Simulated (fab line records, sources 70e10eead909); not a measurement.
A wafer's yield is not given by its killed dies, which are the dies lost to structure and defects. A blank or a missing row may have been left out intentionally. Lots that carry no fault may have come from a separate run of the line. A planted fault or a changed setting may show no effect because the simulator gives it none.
What tool caused it? / flow nandHarc / route of 1302 steps, sampled at 1 step: 7 lots, 21 wafers

== WHAT THE GAUGES SHOWED, per wafer ==
NHARC_A_CHANNEL_FILL_D1_INSPECT_13.
lot=L991; measured=day 11 18:23; on=defectInspect-02; rawDefectCount=306 296 587
lot=L999; measured=day 14 17:29; on=defectInspect-02; rawDefectCount=293 247 206
lot=L103; measured=day 15 22:07; on=defectInspect-02; rawDefectCount=150 180 281
lot=L106; measured=day 17 09:00; on=defectInspect-02; rawDefectCount=516 324 240
lot=L110; measured=day 19 03:31; on=defectInspect-01; rawDefectCount=289 301 140
lot=L111; measured=day 19 21:14; on=defectInspect-02; rawDefectCount=209 166 130
lot=L112; measured=day 20 04:40; on=defectInspect-02; rawDefectCount=319 402 221

== WHAT TOOL EACH LOT RAN ON (gives the tool, then ch and the chambers of the sampled wafers, and finally the start) ==
There is no process step in the record ahead of these readings.

== THE ANSWER, worked out from the rows above alone ==
Rule: the lots themselves supply what counts as usual. Put in order of their means at a reading, lots are off if they are a third of the lots or fewer, leave a main group of 4 or more, and stand apart from it by a gap of 3 or more times the standard deviation of the main group's means; of several such gaps the widest counts. A main group whose means are all the same, to the digits that the tables above print for the reading, isn't used. Also off: a lot with no number at a reading for which 4 or more lots have one. All remaining lots with rows at the step are treated as sound.
No lot is off on any of the readings shown, so nothing can be concluded from this.

== WHAT WAS PUT IN BY THE SIMULATOR ==
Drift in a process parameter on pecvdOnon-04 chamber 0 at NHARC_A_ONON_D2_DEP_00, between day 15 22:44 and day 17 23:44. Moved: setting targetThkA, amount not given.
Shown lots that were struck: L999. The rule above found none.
